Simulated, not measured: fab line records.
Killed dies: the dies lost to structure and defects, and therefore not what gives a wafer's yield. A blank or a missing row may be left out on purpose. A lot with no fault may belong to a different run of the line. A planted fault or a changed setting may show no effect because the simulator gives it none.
Lot-split experiment    flow n5Finfet    route with 1938 steps; 7 lots, 39 wafers read

== THE SPLIT ITSELF ==
At N5_SD_EPI_P_EPI_21 (deposits SiGe:B, time 355 s), the setting timeS was moved away from the recipe's 355 s on 12 of the 39 wafers read, by +23.0% to +58.5%. This setting was run at the recipe's value on the other wafers.

== FROM THE SPLIT TO THE READING: what the file shows between them, 5 steps ==
- N5_SD_EPI_P_EPI_MEAS_23
- N5_SD_EPI_P_HM_STRIP_48: strips SiNx in H3PO4, material SiNx, target depth 3 nm
- N5_SD_EPI_P_SRD_49: time 30 s
- N5_SD_ACTIVATION_RTA_00: time 0 s
- N5_SD_ACTIVATION_LSA_01: time 0.0008 s

== THE READING ==
At N5_SD_ACTIVATION_RS_MEAS_03, a four-point-probe measurement gives RS_SD_P in ohm/sq. A value of 56.1 ohm/sq with a standard deviation of 0.86 ohm/sq is what fault-free wafers of this fab line usually give.

wafer   tool, chamber at the split  timeS as run, s  against the recipe  RS_SD_P, ohm/sq  against lot-mates on the recipe
L077.1  epiRpcvd-02, 0              556              +56.6%              41.1             -15.4
L077.2  epiRpcvd-02, 0              355              recipe              56.5             -
L077.3  epiRpcvd-02, 0              556              +56.6%              42.0             -14.5
L077.4  epiRpcvd-02, 0              355              recipe              56.6             -
L077.5  epiRpcvd-02, 0              556              +56.6%              41.9             -14.6
L077.6  epiRpcvd-02, 0              355              recipe              56.3             -
L078.1  epiRpcvd-02, 0              355              recipe              57.4             -
L078.2  epiRpcvd-02, 0              464.9            +31.0%              47.8             -9.3
L078.3  epiRpcvd-02, 0              355              recipe              57.5             -
L078.4  epiRpcvd-02, 0              464.9            +31.0%              46.9             -10.2
L078.5  epiRpcvd-02, 0              355              recipe              56.5             -
L078.6  epiRpcvd-02, 0              464.9            +31.0%              47.9             -9.2
L079.1  epiRpcvd-02, 0              355              recipe              56.0             -
L079.2  epiRpcvd-02, 0              562.8            +58.5%              41.0             -14.7
L079.3  epiRpcvd-02, 0              562.8            +58.5%              41.1             -14.6
L079.4  epiRpcvd-02, 0              562.8            +58.5%              41.2             -14.5
L079.5  epiRpcvd-02, 0              355              recipe              56.5             -
L079.6  epiRpcvd-02, 0              355              recipe              54.5             -
L084.1  epiRpcvd-02, 0              355              recipe              55.2             -
L084.2  epiRpcvd-02, 0              355              recipe              56.4             -
L084.3  epiRpcvd-02, 0              355              recipe              56.5             -
L084.4  epiRpcvd-02, 0              355              recipe              56.4             -
L084.5  epiRpcvd-02, 0              355              recipe              55.8             -
L084.6  epiRpcvd-02, 0              355              recipe              56.0             -
L089.1  epiRpcvd-01, 0              355              recipe              55.3             -
L089.2  epiRpcvd-01, 0              355              recipe              55.0             -
L089.3  epiRpcvd-01, 0              355              recipe              54.5             -
L089.4  epiRpcvd-01, 0              355              recipe              54.5             -
L089.5  epiRpcvd-01, 0              355              recipe              55.9             -
L089.6  epiRpcvd-01, 0              355              recipe              54.4             -
L090.2  epiRpcvd-01, 0              355              recipe              58.2             -
L090.3  epiRpcvd-01, 0              355              recipe              56.9             -
L090.6  epiRpcvd-01, 0              355              recipe              56.8             -
L095.1  epiRpcvd-03, 0              436.5            +23.0%              48.2             -6.8
L095.2  epiRpcvd-03, 0              355              recipe              54.7             -
L095.3  epiRpcvd-03, 0              436.5            +23.0%              48.3             -6.7
L095.4  epiRpcvd-03, 0              355              recipe              54.7             -
L095.5  epiRpcvd-03, 0              436.5            +23.0%              48.2             -6.8
L095.6  epiRpcvd-03, 0              355              recipe              55.7             -

THE FIT
A straight line over all 39 wafers: RS_SD_P changes by -0.258 ohm/sq for each +1% of timeS; r = -0.98; the points scatter about the line by 1 ohm/sq.
The same after taking each lot's own level away (the mean of its wafers on the recipe; 39 wafers): -0.262 ohm/sq for each +1%; r = -0.99; scatter 0.71 ohm/sq.
Per that fit: largest timeS move, reading shift of 15 ohm/sq.
Across the lots, their own levels run from 54.93 to 57.30 ohm/sq, a range of 2.8 times the standard deviation given above.
Hence the lot-to-lot level has little effect on the slope; both slopes agree.
Check: with one of the wafers moved furthest among these (+58.5%) left out of the fit, the line predicts -15.6 ohm/sq for it against its lot-mates. Against them it came out at -14.7 ohm/sq.

== THESE WAFERS: OTHER SPLITS ==
Other splits were also applied to these wafers ahead of the reading. Each is held against what the fit with the lots' levels taken away leaves over:
other split on the same wafers     wafers away from the commonest value  r with RS_SD_P (lot level and that fit taken away)
N5_FIN_SAQP_PECVD_47 timeS         12                                    +0.06
N5_SD_EPI_N_EPI_21 epiGrowthTimeS  15                                    +0.11

== THE WHOLE CHAIN: every reading that the file lists as answering this split, in the file's order ==
step                         what it does                  reading                                                                           change (the file's fit)                r (the file's)
N5_SD_EPI_P_EPI_21           deposits SiGe:B, time 355 s   SiGe-B_of_SD_EPI_P_EPI_21.thkNm (the simulator's own value, which no gauge read)  +0.382 nm for each +1% of the setting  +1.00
N5_SD_EPI_P_EPI_MEAS_23                                    thkNm                                                                             withheld for each +1% of the setting   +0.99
N5_SD_ACTIVATION_RS_MEAS_03  measures by four-point-probe  RS_SD_P                                                                           -0.264 for each +1% of the setting     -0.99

== THE FILE'S OWN FIT ==
RS_SD_P changes by -0.264 ohm/sq for each +1% of timeS, r = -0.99.
